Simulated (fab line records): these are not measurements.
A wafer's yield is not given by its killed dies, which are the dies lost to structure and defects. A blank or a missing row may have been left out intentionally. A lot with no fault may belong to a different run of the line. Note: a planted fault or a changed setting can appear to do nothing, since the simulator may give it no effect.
Matching of chambers / flow nand harc / NHARC_A_DECK1_JOINT_ETCHBACK_07 on rie si-01 has 4 sister chambers
The step etches the open film in HBr, target depth 105 nm, time 26.9 s. 4 wafers are shown with their chamber, then 8 later ones without.

== WAFERS PAIRED WITH THEIR CHAMBERS ==
wafer=L082.5; chamber=2; rf fwd power W (W)=342.0
wafer=L084.1; chamber=1; rf fwd power W (W)=346.3
wafer=L084.3; chamber=3; rf fwd power W (W)=344.7
wafer=L093.1; chamber=0; rf fwd power W (W)=344.2

== WAFERS WITHOUT THEIR CHAMBER ==
wafer=L093.4; rf fwd power W (W)=344.7
wafer=L093.5; rf fwd power W (W)=344.2
wafer=L095.1; rf fwd power W (W)=341.4
wafer=L095.3; rf fwd power W (W)=343.5
wafer=L095.5; rf fwd power W (W)=347.1
wafer=L097.1; rf fwd power W (W)=342.7
wafer=L097.3; rf fwd power W (W)=342.3
wafer=L097.4; rf fwd power W (W)=346.8

== CHAMBER TAKEN BY EACH ==
wafer=L093.4; from the rows above=can't be placed: 3 or 0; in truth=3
wafer=L093.5; from the rows above=can't be placed: 0 or 3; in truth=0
wafer=L095.1; from the rows above=2; in truth=2
wafer=L095.3; from the rows above=can't be placed: 0 or 3 or 2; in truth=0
wafer=L095.5; from the rows above=1; in truth=1
wafer=L097.1; from the rows above=can't be placed: 2 or 0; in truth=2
wafer=L097.3; from the rows above=2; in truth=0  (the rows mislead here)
wafer=L097.4; from the rows above=1; in truth=1
3 of 8 placed correctly. Cannot be placed on the basis of these rows: 4; the candidates contain the true chamber in 4. Wrongly placed: 1.
How it was worked out, from the rows above alone: a wafer's distance from a chamber is the root of the sum, over the readings, of the square of ((its reading less the chamber's mean) divided by the reading's scatter). If the next closest chamber is less than 2 further off than the closest, the wafer can't be placed; otherwise it belongs to the closest. The mean given for a chamber averages the wafers shown for that chamber. The scatter (one wafer shown for each chamber): square how far every hidden wafer sits from the nearest shown wafer, average those squares and take the square root.
